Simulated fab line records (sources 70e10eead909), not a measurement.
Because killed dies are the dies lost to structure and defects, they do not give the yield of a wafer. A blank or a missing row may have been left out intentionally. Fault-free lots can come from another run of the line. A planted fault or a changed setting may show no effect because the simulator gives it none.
Matching of chambers -- flow nandHarc -- NHARC_A_M1_DEP_33 on pecvd-04: 3 sister chambers
The step deposits SiCN, target thk 30 nm. 22 wafers are shown with their chamber, then 11 later ones without.

EACH WAFER AND ITS CHAMBER
wafer,chamber,heaterPowerW (W)
L075.1,0,492
L075.3,1,542
L075.6,1,546
L076.1,1,534
L076.2,0,417
L076.6,0,436
L079.1,1,481
L079.4,1,496
L079.6,2,714
L084.1,2,697
L084.2,0,476
L084.3,1,506
L084.4,1,480
L084.5,0,470
L084.6,2,711
L083.2,2,701
L083.5,2,680
L083.6,1,571
L087.1,2,601
L087.5,2,606
L087.6,1,499
L091.2,1,475

SIGNATURES, as means of the wafers listed above
reading,chamber 0,chamber 1,chamber 2,scatter within a chamber
heaterPowerW,458.20,513.00,672.86,38.3
Rule: distance of a wafer from a chamber = root of the sum over the readings of ((wafer's reading minus chamber's mean) / reading's scatter) squared. If the next closest chamber is less than 2 further off than the closest, the wafer can't be placed; otherwise it belongs to the closest. How the scatter is found: for the shown wafers, subtract from each reading the mean of its chamber, square and add these, divide the total by (wafers less chambers), then take the root.

WAFERS WHOSE CHAMBER IS MISSING
wafer,heaterPowerW (W)
L091.4,669
L091.6,500
L090.2,573
L090.4,572
L090.5,713
L095.1,726
L095.3,472
L095.6,481
L097.3,607
L097.4,493
L097.6,635

EACH ONE'S CHAMBER
wafer,from the rows above,in truth
L091.4,2,2
L091.6,can't be placed: 1 or 0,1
L090.2,can't be placed: 1 or 2 or 0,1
L090.4,can't be placed: 1 or 2 or 0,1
L090.5,2,2
L095.1,2,2
L095.3,can't be placed: 0 or 1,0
L095.6,can't be placed: 0 or 1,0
L097.3,can't be placed: 2 or 1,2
L097.4,can't be placed: 1 or 0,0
L097.6,2,2
4 of 11 placed correctly. Not placeable from these rows: 7 (in 7, the candidates include the true chamber). Placed wrongly: 0.
